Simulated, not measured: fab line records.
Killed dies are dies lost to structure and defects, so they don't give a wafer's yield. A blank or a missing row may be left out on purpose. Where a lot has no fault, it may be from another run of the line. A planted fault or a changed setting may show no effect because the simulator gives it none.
fab line records -- flow n5Finfet -- part 1 of 2: steps 1 to 25 of 33
record: lots: 5, wafers: 15, lastDay: 20
route steps=1938 shown BEOL_M9@1406
lots that met no fault: from a run of the same line without faults
startH: the number of hours between the record's first day and the start of the first shown wafer of the lot -- waitH: how many hours have passed since the lot's step before this one -- " the same as in the row above -- L1.1+2: a single row standing in for several wafers -- - no value, or no start was given -- * or withheld: withheld -- < > ~ a bound
route shown NAME@n: NAME is a module with steps in the file, n the number in the route of the first one -- usual: mean and standard deviation over wafers with no fault -- same: alike in all rows -- chamber/n: place in a boat -- sites: per-site readings -- _std_site: the values' standard deviation -- _edge_site: the outer-site mean with the inner-site mean subtracted -- radiusMm: how far each site lies from the wafer's centre -- mask NAME#n: copy n -- behind: the most recent tool/chamber to have shaped the wafer -- hold: reason for holding the lot/hours on hold/outcome of the hold -- device: the transistor (n, p or np) that didn't switch -- end of line: the route-end tests of the same wafers -- a step given without rows: its recipe and nothing more -- killed: dies lost to structure and defects at the first sort, not the wafer's yield -- map: per-die view of a wafer (x killed, . not killed, _ where there is no die)
set.NAME: the setting as run; set.NAME@STEP: as run at that earlier step -- model.NAME: the simulator's own value behind a step, which no gauge read
certain route steps with their lots: each step a table, each wafer a row
services: when a tool's chamber went out of use (startH, in hours from the record's first day, below 0 if earlier), for how many hours, and the reason
== steps ==
step: N5_BEOL_M9_COAT_59
recipe: resist: SOC, tempC: 250, timeS: 60, spinRpm: 1500, resistThkNm: 100
lot.wafer,tool,chamber,startH,waitH
L075.2+4+5,lithoTrack-05,0,271.71,0.1
L077.1+2+4,lithoTrack-03,0,296.34,0.1
L089.1+3+5,lithoTrack-05,0,358.65,0.1
L092.2+3+5,lithoTrack-04,0,402.26,0.1
L097.3+5+6,lithoTrack-03,0,413.51,0.1
step: N5_BEOL_M9_COAT_60
recipe: resist: SiARC, tempC: 220, timeS: 60, spinRpm: 1500, resistThkNm: 30
lot.wafer,tool,chamber,startH,waitH
L075.2+4+5,lithoTrack-05,0,-,-
L077.1+2+4,lithoTrack-03,0,-,-
L089.1+3+5,lithoTrack-05,0,-,-
L092.2+3+5,lithoTrack-04,0,-,-
L097.3+5+6,lithoTrack-03,0,-,-
step: N5_BEOL_M9_COAT_05
recipe: resist: CAR-ArF, spinRpm: 1500, resistThkNm: 90
lot.wafer,tool,chamber,startH,waitH
L075.2+4+5,lithoTrack-05,0,-,-
L077.1+2+4,lithoTrack-03,0,-,-
L089.1+3+5,lithoTrack-05,0,-,-
L092.2+3+5,lithoTrack-04,0,-,-
L097.3+5+6,lithoTrack-03,0,-,-
step: N5_BEOL_M9_EBR_07
recipe: solvent: PGMEA, ebrWidthMm: 1.5
lot.wafer,tool,chamber,startH,waitH
L075.2+4+5,lithoTrack-05,0,-,-
L077.1+2+4,lithoTrack-03,0,-,-
L089.1+3+5,lithoTrack-05,0,-,-
L092.2+3+5,lithoTrack-04,0,-,-
L097.3+5+6,lithoTrack-03,0,-,-
step: N5_BEOL_M9_SOFTBAKE_06
recipe: tempC: 110, timeS: 60, resist: CAR-ArF
lot.wafer,tool,chamber,startH,waitH
L075.2+4+5,lithoTrack-05,0,-,-
L077.1+2+4,lithoTrack-03,0,-,-
L089.1+3+5,lithoTrack-05,0,-,-
L092.2+3+5,lithoTrack-04,0,-,-
L097.3+5+6,lithoTrack-03,0,-,-
step: N5_BEOL_M9_EXPOSE_08
recipe: maskId: M9, na: 1.35, sourceShape: dipole, sigmaInner: 0.411, sigmaOuter: 0.611, polarization: te, doseMj: 53.75
usual: focusOffsetNm: 0.1/0.47
same: sigmaInner: 0.411, sigmaOuter: 0.611
lot.wafer,tool,chamber,startH,waitH,mask,focusOffsetNm
L075.2,arfiScanner-02,0,271.96,-,M9#0,1.3
L075.4,arfiScanner-02,0,271.96,-,M9#0,0.1
L075.5,arfiScanner-02,0,271.96,-,M9#0,-0.1
L077.1,arfiScanner-03,0,296.58,-,M9#0,0.2
L077.2,arfiScanner-03,0,296.58,-,M9#0,-0.2
L077.4,arfiScanner-03,0,296.58,-,M9#0,-0.7
L089.1,arfiScanner-01,0,358.89,-,M9#0,0.7
L089.3,arfiScanner-01,0,358.89,-,M9#0,0.8
L089.5,arfiScanner-01,0,358.89,-,M9#0,0.4
L092.2,arfiScanner-03,0,402.38,-,M9#0,0.5
L092.3,arfiScanner-03,0,402.38,-,M9#0,-0.2
L092.5,arfiScanner-03,0,402.38,-,M9#0,0.2
L097.3,arfiScanner-02,0,413.83,-,M9#0,-0.4
L097.5,arfiScanner-02,0,413.83,-,M9#0,-0.2
L097.6,arfiScanner-02,0,413.83,-,M9#0,-0.1
step: N5_BEOL_M9_PEB_09
recipe: pebTempC: withheld, pebTimeS: 60, resist: CAR-ArF
lot.wafer,tool,chamber,startH,waitH
L075.2+4+5,lithoTrack-05,0,272.01,0.0
L077.1+2+4,lithoTrack-03,0,296.64,0.1
L089.1+3+5,lithoTrack-05,0,358.95,0.1
L092.2+3+5,lithoTrack-04,0,402.44,0.0
L097.3+5+6,lithoTrack-03,0,413.88,0.0
step: N5_BEOL_M9_DEVELOP_10
recipe: developTimeS: 30, developer: TMAH, resist: CAR-ArF, rinseLiquid: diw, dry: airSpin, devTempC: 23
lot.wafer,tool,chamber,startH,waitH
L075.2+4+5,lithoTrack-05,0,-,-
L077.1+2+4,lithoTrack-03,0,-,-
L089.1+3+5,lithoTrack-05,0,-,-
L092.2+3+5,lithoTrack-04,0,-,-
L097.3+5+6,lithoTrack-03,0,-,-
step: N5_BEOL_M9_CD_MEAS_11
recipe: targetCdNm: 64.1, landingEnergyEv: 500, detector: seInlens, polarity: opening
usual: cdNm: 64.4/0.67
lot.wafer,tool,chamber,startH,waitH,cdNm
L075.2,cdSem-03,0,272.08,-,64.4
L075.4,cdSem-03,0,272.08,-,63.2
L075.5,cdSem-03,0,272.08,-,64.3
L077.1,cdSem-02,0,296.71,-,64.9
L077.2,cdSem-02,0,296.71,-,63.6
L077.4,cdSem-02,0,296.71,-,63.8
L089.1,cdSem-03,0,359.02,-,62.9
L089.3,cdSem-03,0,359.02,-,63.7
L089.5,cdSem-03,0,359.02,-,62.9
L092.2,cdSem-03,0,402.50,-,63.7
L092.3,cdSem-03,0,402.50,-,64.0
L092.5,cdSem-03,0,402.50,-,64.3
L097.3,cdSem-01,0,413.95,-,65.1
L097.5,cdSem-01,0,413.95,-,64.3
L097.6,cdSem-01,0,413.95,-,65.0
step: N5_BEOL_M9_OVL_MEAS_12
recipe: pointsPerWafer: 44
usual: M9_OVL: 0.6/0.83
lot.wafer,tool,chamber,startH,waitH,M9_OVL[nm]
L075.2,overlay-01,0,272.11,0.0,2.0
L075.4,overlay-01,0,272.11,0.0,0.6
L075.5,overlay-01,0,272.11,0.0,0.5
L077.1,overlay-01,0,296.74,0.0,0.0
L077.2,overlay-01,0,296.74,0.0,-0.3
L077.4,overlay-01,0,296.74,0.0,0.9
L089.1,overlay-01,0,359.05,0.0,1.1
L089.3,overlay-01,0,359.05,0.0,-0.1
L089.5,overlay-01,0,359.05,0.0,2.1
L092.2,overlay-01,0,402.53,0.0,0.5
L092.3,overlay-01,0,402.53,0.0,0.2
L092.5,overlay-01,0,402.53,0.0,1.7
L097.3,overlay-01,0,413.98,0.0,-0.5
L097.5,overlay-01,0,413.98,0.0,-0.6
L097.6,overlay-01,0,413.98,0.0,0.7
step: N5_BEOL_M9_INSPECT_13
recipe: mode: adi, inspectInstrument: brightfield
usual: rawDefectCount: 395/84
lot.wafer,tool,chamber,startH,waitH,rawDefectCount
L075.2,defectInspect-01,-,272.14,0.0,270
L075.4,defectInspect-01,-,272.14,0.0,380
L075.5,defectInspect-01,-,272.14,0.0,295
L077.1,defectInspect-01,-,296.76,0.0,348
L077.2,defectInspect-01,-,296.76,0.0,335
L077.4,defectInspect-01,-,296.76,0.0,516
L089.1,defectInspect-01,-,359.07,0.0,420
L089.3,defectInspect-01,-,359.07,0.0,312
L089.5,defectInspect-01,-,359.07,0.0,472
L092.2,defectInspect-01,-,402.56,0.0,406
L092.3,defectInspect-01,-,402.56,0.0,362
L092.5,defectInspect-01,-,402.56,0.0,374
L097.3,defectInspect-01,-,414.00,0.0,423
L097.5,defectInspect-01,-,414.00,0.0,386
L097.6,defectInspect-01,-,414.00,0.0,463
step: N5_BEOL_M9_DESCUM_16
recipe: chemistry: O2, timeS: 7.9, sourcePowerW: 50, biasPowerW: 20, pressureMtorr: 20, rfFrequencyHz: 2.712e+07, tempC: 40, resist: CAR-ArF, o2FlowSccm: 225
usual: drypumpMotorCurrentA: 5.7/0.39, oesProductAu: 0.83/0.085, rfVppV: 243.5/1.4, showerheadPlenumPTorr: 2.11/0.072, tempC: 40.01/0.11, throttleValvePct: 20.31/0.28
lot.wafer,tool,chamber,startH,waitH,drypumpMotorCurrentA,oesProductAu,rfHoursCounterH,rfVppV,showerheadPlenumPTorr,tempC,throttleValvePct
L075.2,rieDiel-03,3,272.17,0.0,5.2,0.85,55,246.3,2.18,40.07,20.07
L075.4,rieDiel-03,2,272.17,0.0,6.3,0.84,83,244.0,2.19,39.89,20.22
L075.5,rieDiel-03,2,272.17,0.0,6.3,0.83,-,244.9,2.19,39.98,20.22
L077.1,rieDiel-02,3,296.80,0.0,5.9,0.74,205,245.1,2.19,39.86,20.66
L077.2,rieDiel-02,2,296.80,0.0,5.7,0.74,172,240.9,1.92,39.99,20.58
L077.4,rieDiel-02,1,296.80,0.0,5.4,0.76,157,242.1,2.01,39.77,20.28
L089.1,rieDiel-06,3,359.11,0.0,5.4,0.83,82,242.4,2.00,40.16,20.16
L089.3,rieDiel-06,1,359.11,0.0,5.5,0.97,18,245.0,2.13,39.96,20.03
L089.5,rieDiel-06,2,359.11,0.0,5.2,0.82,-,243.7,2.10,40.04,19.91
L092.2,rieDiel-03,1,402.59,0.0,5.8,0.93,25,244.2,2.15,39.97,20.80
L092.3,rieDiel-03,2,402.59,0.0,6.3,0.79,127,244.4,2.18,39.86,20.28
L092.5,rieDiel-03,3,402.59,0.0,5.2,0.82,-,244.9,2.17,40.15,20.14
L097.3,rieDiel-03,2,414.30,0.3,6.2,0.79,131,246.4,2.18,39.82,20.28
L097.5,rieDiel-03,1,414.30,0.3,5.8,0.93,-,243.8,2.15,39.90,20.80
L097.6,rieDiel-03,0,414.30,0.3,6.2,0.76,-,243.5,2.10,40.04,20.34
step: N5_BEOL_M9_ETCH_61
recipe: chemistry: CF4, target: SiARC, targetDepthA: 390, maskMaterial: CAR-ArF, timeS: 65, ionEnergyEv: 80, pressureMtorr: 40, sourceW: 545, biasW: 36, Ar_flow_sccm: 100, cf4FlowSccm: 100, ends: cleared
usual: drypumpMotorCurrentA: 5.7/0.39, etchRfOnTimeS: 63.1/2.1, oesProductAu: 0.71/0.072, rfVppV: 184.2/1.2, showerheadPlenumPTorr: 2.15/0.069, throttleValvePct: 15.47/0.18
lot.wafer,tool,chamber,startH,waitH,drypumpMotorCurrentA,etchRfOnTimeS,oesProductAu,rfHoursCounterH,rfVppV,showerheadPlenumPTorr,throttleValvePct
L075.2,rieDiel-03,3,272.20,0.0,5.1,64.7,0.75,55,185.4,2.27,15.51
L075.4,rieDiel-03,2,272.20,0.0,6.3,63.1,0.72,83,185.3,2.23,15.36
L075.5,rieDiel-03,2,272.20,0.0,6.3,63.0,0.73,-,185.4,2.23,15.36
L077.1,rieDiel-02,3,296.83,0.0,5.9,64.6,0.61,205,184.0,2.19,15.55
L077.2,rieDiel-02,2,296.83,0.0,5.7,64.3,0.64,172,180.4,1.97,15.67
L077.4,rieDiel-02,1,296.83,0.0,5.4,64.1,0.64,157,182.4,2.07,15.54
L089.1,rieDiel-06,3,359.15,0.0,5.4,64.5,0.70,82,182.9,2.08,15.62
L089.3,rieDiel-06,1,359.15,0.0,5.4,60.8,0.83,18,184.0,2.16,15.14
L089.5,rieDiel-06,2,359.15,0.0,5.2,63.5,0.71,-,183.9,2.18,15.31
L092.2,rieDiel-03,1,402.63,0.0,5.8,63.8,0.79,25,183.8,2.17,15.63
L092.3,rieDiel-03,2,402.63,0.0,6.3,62.9,0.68,127,183.9,2.22,15.47
L092.5,rieDiel-03,3,402.63,0.0,5.2,63.8,0.71,-,184.8,2.26,15.61
L097.3,rieDiel-03,2,414.33,0.0,6.3,62.9,0.68,131,185.0,2.22,15.47
L097.5,rieDiel-03,1,414.33,0.0,5.7,62.9,0.79,-,184.9,2.17,15.64
L097.6,rieDiel-03,0,414.33,0.0,6.2,58.4,0.67,-,182.5,2.12,15.34
step: N5_BEOL_M9_ETCH_62
recipe: chemistry: N2/H2, target: SOC, targetDepthA: 1100, overetchA: 220, maskMaterial: SiARC, tempC: 40, timeS: 165, ionEnergyEv: 200, pressureMtorr: 30, sourceW: 840, biasW: 150, n2FlowSccm: 200, h2FlowSccm: 200
usual: drypumpMotorCurrentA: 5.7/0.39, h2FlowSccm: 200.0/0.55, oesProductAu: 0.69/0.068, rfVppV: 524.4/2.5, showerheadPlenumPTorr: 2.56/0.097, tempC: 39.99/0.12, throttleValvePct: 17.68/0.24
lot.wafer,tool,chamber,startH,waitH,drypumpMotorCurrentA,h2FlowSccm,oesProductAu,rfHoursCounterH,rfVppV,showerheadPlenumPTorr,tempC,throttleValvePct
L075.2,rieDiel-03,3,272.25,0.0,5.2,200.0,0.73,55,527.8,2.71,40.00,17.85
L075.4,rieDiel-03,2,272.25,0.0,6.3,198.5,0.71,83,526.5,2.70,40.13,17.81
L075.5,rieDiel-03,2,272.25,0.0,6.2,199.3,0.71,-,526.5,2.70,40.22,17.83
L077.1,rieDiel-02,3,296.88,0.0,5.9,200.1,0.60,205,525.3,2.62,39.91,17.85
L077.2,rieDiel-02,2,296.88,0.0,5.6,199.0,0.64,172,517.2,2.30,40.00,17.73
L077.4,rieDiel-02,1,296.88,0.0,5.4,200.8,0.64,157,521.4,2.45,40.22,17.77
L089.1,rieDiel-06,3,359.20,0.0,5.4,199.4,0.69,82,521.2,2.45,40.13,17.55
L089.3,rieDiel-06,1,359.20,0.0,5.5,200.4,0.80,18,524.3,2.59,39.96,17.33
L089.5,rieDiel-06,2,359.20,0.0,5.2,199.5,0.69,-,523.7,2.58,39.95,17.54
L092.2,rieDiel-03,1,402.68,0.0,5.8,200.0,0.77,25,525.6,2.58,40.00,17.95
L092.3,rieDiel-03,2,402.68,0.0,6.3,199.6,0.67,127,526.4,2.68,40.06,17.91
L092.5,rieDiel-03,3,402.68,0.0,5.2,200.2,0.69,-,527.7,2.69,40.00,17.94
L097.3,rieDiel-03,2,414.38,0.0,6.3,200.3,0.67,131,526.6,2.68,40.11,17.93
L097.5,rieDiel-03,1,414.38,0.0,5.8,199.4,0.77,-,527.2,2.57,40.02,17.95
L097.6,rieDiel-03,0,414.38,0.0,6.2,201.5,0.62,-,525.3,2.53,39.76,17.52
step: N5_BEOL_M9_STRIP_68
recipe: chemistry: N2/H2, tempC: 40, n2FlowSccm: 200, h2FlowSccm: 200, rfFrequencyHz: 6e+07
lot.wafer,tool,chamber,startH,waitH
L075.2+4+5,rieDiel-03,"3,2,2",272.39,0.1
L077.1+2+4,rieDiel-02,"3,2,1",297.02,0.1
L089.1+3+5,rieDiel-06,"3,1,2",359.33,0.1
L092.2+3+5,rieDiel-03,"1,2,3",402.81,0.1
L097.3+5+6,rieDiel-03,"2,1,0",414.52,0.1
step: N5_BEOL_M9_STRIP_67
recipe: chemistry: CF4, resist: SiARC, powerW: 300, biasPowerW: 75, pressureMtorr: 50, cf4FlowSccm: 150, rfFrequencyHz: 6e+07
usual: drypumpMotorCurrentA: 5.7/0.39, oesProductAu: 0.82/0.081, rfVppV: 271.4/1.5, showerheadPlenumPTorr: 1.80/0.058, throttleValvePct: 13.44/0.18
lot.wafer,tool,chamber,startH,waitH,drypumpMotorCurrentA,oesProductAu,rfHoursCounterH,rfVppV,showerheadPlenumPTorr,throttleValvePct
L075.2,rieDiel-03,3,272.40,0.0,5.1,0.86,55,274.0,1.89,13.45
L075.4,rieDiel-03,2,272.40,0.0,6.3,0.83,83,272.9,1.88,13.38
L075.5,rieDiel-03,2,272.40,0.0,6.3,0.83,-,272.3,1.88,13.38
L077.1,rieDiel-02,3,297.03,0.0,5.8,0.72,205,271.3,1.83,13.57
L077.2,rieDiel-02,2,297.03,0.0,5.7,0.75,172,270.0,1.64,13.59
L077.4,rieDiel-02,1,297.03,0.0,5.4,0.75,157,269.5,1.74,13.53
L089.1,rieDiel-06,3,359.34,0.0,5.4,0.82,82,270.3,1.75,13.58
L089.3,rieDiel-06,1,359.34,0.0,5.5,0.95,18,272.4,1.80,13.10
L089.5,rieDiel-06,2,359.34,0.0,5.2,0.82,-,272.1,1.82,13.26
L092.2,rieDiel-03,1,402.82,0.0,5.8,0.92,25,273.0,1.82,13.58
L092.3,rieDiel-03,2,402.82,0.0,6.3,0.80,127,273.8,1.86,13.47
L092.5,rieDiel-03,3,402.82,0.0,5.2,0.82,-,272.6,1.88,13.55
L097.3,rieDiel-03,2,414.53,0.0,6.3,0.79,131,272.4,1.86,13.48
L097.5,rieDiel-03,1,414.53,0.0,5.8,0.91,-,271.5,1.81,13.58
L097.6,rieDiel-03,0,414.53,0.0,6.2,0.74,-,271.2,1.78,13.42
step: N5_BEOL_M9_HM_OPEN_17
recipe: chemistry: Cl2/BCl3, targetDepthA: 200, overetchA: 60, target: TiN, maskMaterial: SOC, ionEnergyEv: 150, pressureMtorr: 10, icpW: 1000, biasW: 126, Cl2_flow_sccm: 53.25, bcl3FlowSccm: 21.75, Ar_flow_sccm: 25
usual: drypumpMotorCurrentA: 5.8/0.43, oesProductAu: 0.68/0.073, throttleValvePct: 22.2/0.3
lot.wafer,tool,chamber,startH,waitH,drypumpMotorCurrentA,oesProductAu,rfHoursCounterH,throttleValvePct
L075.2,rieMetal-02,0,272.44,0.0,6.1,0.58,79,22.6
L075.4,rieMetal-02,1,272.44,0.0,6.0,0.80,-,22.3
L075.5,rieMetal-02,1,272.44,0.0,6.0,0.80,-,22.3
L077.1,rieMetal-02,0,297.07,0.0,6.2,0.58,82,22.6
L077.2,rieMetal-02,1,297.07,0.0,6.0,0.78,6,22.3
L077.4,rieMetal-02,0,297.07,0.0,6.1,0.57,-,22.7
L089.1,rieMetal-03,1,359.38,0.0,5.7,0.62,75,22.1
L089.3,rieMetal-03,1,359.38,0.0,5.7,0.62,-,22.1
L089.5,rieMetal-03,1,359.38,0.0,5.7,0.61,-,22.2
L092.2,rieMetal-03,0,402.86,0.0,5.7,0.63,60,21.9
L092.3,rieMetal-03,1,402.86,0.0,5.6,0.61,-,22.2
L092.5,rieMetal-03,0,402.86,0.0,5.8,0.62,-,21.9
L097.3,rieMetal-02,1,414.77,0.2,6.0,0.73,-,22.3
L097.5,rieMetal-02,1,414.77,0.2,6.0,0.73,-,22.3
L097.6,rieMetal-02,1,414.77,0.2,6.0,0.72,-,22.3
step: N5_BEOL_M9_STRIP_19
recipe: chemistry: O2, powerW: 400, tempC: 40, pressureMtorr: 30, rfFrequencyHz: 6e+07, biasPowerW: 0, overashFraction: 0.2, o2FlowSccm: 225
usual: drypumpMotorCurrentA: 5.7/0.35, oesProductAu: 0.81/0.083, rfVppV: 3.7/0.52, showerheadPlenumPTorr: 2.08/0.079, tempC: 40.01/0.11, throttleValvePct: 16.57/0.21
lot.wafer,tool,chamber,startH,waitH,drypumpMotorCurrentA,oesProductAu,rfHoursCounterH,rfVppV,showerheadPlenumPTorr,tempC,throttleValvePct
L075.2,rieDiel-06,0,272.56,0.1,6.2,0.79,113,3.8,2.11,40.02,16.53
L075.4,rieDiel-06,0,272.56,0.1,6.2,0.79,-,4.4,2.11,40.04,16.53
L075.5,rieDiel-06,3,272.56,0.1,5.4,0.88,-,4.7,2.01,39.93,16.43
L077.1,rieDiel-03,0,297.18,0.1,6.1,0.80,148,3.9,2.12,40.06,16.50
L077.2,rieDiel-03,3,297.18,0.1,5.2,0.86,63,3.7,2.19,40.07,16.39
L077.4,rieDiel-03,3,297.18,0.1,5.2,0.86,-,3.2,2.19,39.85,16.40
L089.1,rieDiel-03,3,359.50,0.1,5.2,0.83,84,5.1,2.18,40.24,16.43
L089.3,rieDiel-03,1,359.50,0.1,5.8,0.96,12,3.5,2.16,40.04,16.87
L089.5,rieDiel-03,3,359.50,0.1,5.2,0.84,-,3.4,2.18,40.17,16.43
L092.2,rieDiel-03,0,403.01,0.1,6.2,0.76,180,3.5,2.11,40.11,16.57
L092.3,rieDiel-03,1,403.01,0.1,5.8,0.93,25,4.2,2.16,40.19,16.92
L092.5,rieDiel-03,0,403.01,0.1,6.2,0.76,-,2.7,2.11,40.21,16.58
L097.3,rieDiel-02,1,415.02,0.2,5.4,0.72,196,2.6,2.01,40.20,16.62
L097.5,rieDiel-02,0,415.02,0.2,5.7,0.89,-,4.3,2.06,40.05,16.72
L097.6,rieDiel-02,1,415.02,0.2,5.4,0.73,-,4.4,2.01,40.07,16.61
step: N5_BEOL_M9_CD_MEAS_18
recipe: pitchNm: 140, targetCdNm: 70
usual: cdNm: 70.4/0.78
lot.wafer,tool,chamber,startH,waitH,cdNm
L075.2,cdSem-02,-,272.63,0.1,70.5
L075.4,cdSem-02,-,272.63,0.1,68.9
L075.5,cdSem-02,-,272.63,0.1,69.9
L077.1,cdSem-03,-,297.25,0.0,70.3
L077.2,cdSem-03,-,297.25,0.0,69.3
L077.4,cdSem-03,-,297.25,0.0,69.9
L089.1,cdSem-01,-,359.57,0.0,69.3
L089.3,cdSem-01,-,359.57,0.0,70.3
L089.5,cdSem-01,-,359.57,0.0,68.5
L092.2,cdSem-01,-,403.08,0.1,70.3
L092.3,cdSem-01,-,403.08,0.1,69.5
L092.5,cdSem-01,-,403.08,0.1,71.0
L097.3,cdSem-01,-,415.09,0.1,70.4
L097.5,cdSem-01,-,415.09,0.1,70.5
L097.6,cdSem-01,-,415.09,0.1,71.8
step: N5_BEOL_M9_COAT_63
recipe: resist: SOC, tempC: 250, timeS: 60, spinRpm: 1500, resistThkNm: 60
lot.wafer,tool,chamber,startH,waitH
L075.2+4+5,lithoTrack-04,0,275.47,2.8
L077.1+2+4,lithoTrack-03,0,298.09,0.8
L089.1+3+5,lithoTrack-05,0,362.17,2.6
L092.2+3+5,lithoTrack-04,0,403.89,0.8
L097.3+5+6,lithoTrack-03,0,418.02,2.9
step: N5_BEOL_M9_COAT_64
recipe: resist: SiARC, tempC: 220, timeS: 60, spinRpm: 1500, resistThkNm: 12
lot.wafer,tool,chamber,startH,waitH
L075.2+4+5,lithoTrack-04,0,-,-
L077.1+2+4,lithoTrack-03,0,-,-
L089.1+3+5,lithoTrack-05,0,-,-
L092.2+3+5,lithoTrack-04,0,-,-
L097.3+5+6,lithoTrack-03,0,-,-
step: N5_BEOL_M9_COAT_75
recipe: resist: underlayer, tempC: 205, timeS: 60, spinRpm: 1500, resistThkNm: 5
lot.wafer,tool,chamber,startH,waitH
L075.2+4+5,lithoTrack-04,0,-,-
L077.1+2+4,lithoTrack-03,0,-,-
L089.1+3+5,lithoTrack-05,0,-,-
L092.2+3+5,lithoTrack-04,0,-,-
L097.3+5+6,lithoTrack-03,0,-,-
step: N5_BEOL_M9_COAT_22
recipe: resist: CAR-EUV, spinRpm: 1500, resistThkNm: 30
lot.wafer,tool,chamber,startH,waitH
L075.2+4+5,lithoTrack-04,0,-,-
L077.1+2+4,lithoTrack-03,0,-,-
L089.1+3+5,lithoTrack-05,0,-,-
L092.2+3+5,lithoTrack-04,0,-,-
L097.3+5+6,lithoTrack-03,0,-,-
step: N5_BEOL_M9_EBR_24
recipe: solvent: PGMEA, ebrWidthMm: 1.5
lot.wafer,tool,chamber,startH,waitH
L075.2+4+5,lithoTrack-04,0,-,-
L077.1+2+4,lithoTrack-03,0,-,-
L089.1+3+5,lithoTrack-05,0,-,-
L092.2+3+5,lithoTrack-04,0,-,-
L097.3+5+6,lithoTrack-03,0,-,-
step: N5_BEOL_M9_SOFTBAKE_23
recipe: tempC: 110, timeS: 60, resist: CAR-EUV
lot.wafer,tool,chamber,startH,waitH
L075.2+4+5,lithoTrack-04,0,-,-
L077.1+2+4,lithoTrack-03,0,-,-
L089.1+3+5,lithoTrack-05,0,-,-
L092.2+3+5,lithoTrack-04,0,-,-
L097.3+5+6,lithoTrack-03,0,-,-
